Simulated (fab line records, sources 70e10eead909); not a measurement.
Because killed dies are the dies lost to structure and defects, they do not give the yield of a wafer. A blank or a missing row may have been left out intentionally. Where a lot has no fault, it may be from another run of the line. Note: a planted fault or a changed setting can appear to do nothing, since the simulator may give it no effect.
Chamber matching ; flow nand harc ; rie diel-01 running NHARC_A_CONTACT_DESCUM_13: 4 sister chambers
The step chemistry O2, time 3 s. 4 wafers are shown with their chamber, then 12 later ones without.

== WAFERS WITH THEIR CHAMBER ==
wafer;chamber;showerhead plenum p Torr (Torr)
L088.4;2;1.98
L089.1;0;1.90
L089.2;3;1.81
L089.3;1;1.94

== WAFERS WITH NO CHAMBER GIVEN ==
wafer;showerhead plenum p Torr (Torr)
L091.3;1.90
L091.4;1.94
L091.6;1.98
L092.1;1.94
L092.3;1.81
L092.6;1.94
L094.4;1.89
L094.5;1.81
L094.6;1.89
L096.1;1.89
L096.2;1.94
L096.3;1.80

== WHICH CHAMBER EACH ONE RAN IN ==
wafer;from the rows above;in truth
L091.3;0;0
L091.4;1;1
L091.6;2;2
L092.1;1;1
L092.3;3;3
L092.6;1;1
L094.4;0;0
L094.5;3;3
L094.6;0;0
L096.1;0;0
L096.2;1;1
L096.3;3;3
Correct placement for 12 of the 12. Can't be placed from these rows: 0. 0 placed wrongly.
How it was worked out, from the rows above alone: a wafer's distance from a chamber is the root of the sum, over the readings, of the square of ((its reading less the chamber's mean) divided by the reading's scatter). If the next closest chamber is less than 2 further off than the closest, the wafer can't be placed; otherwise it belongs to the closest. Each chamber's mean is taken over the wafers shown for it. The scatter: root of mean squared gap, hidden wafer to nearest shown wafer, with one shown wafer a chamber.
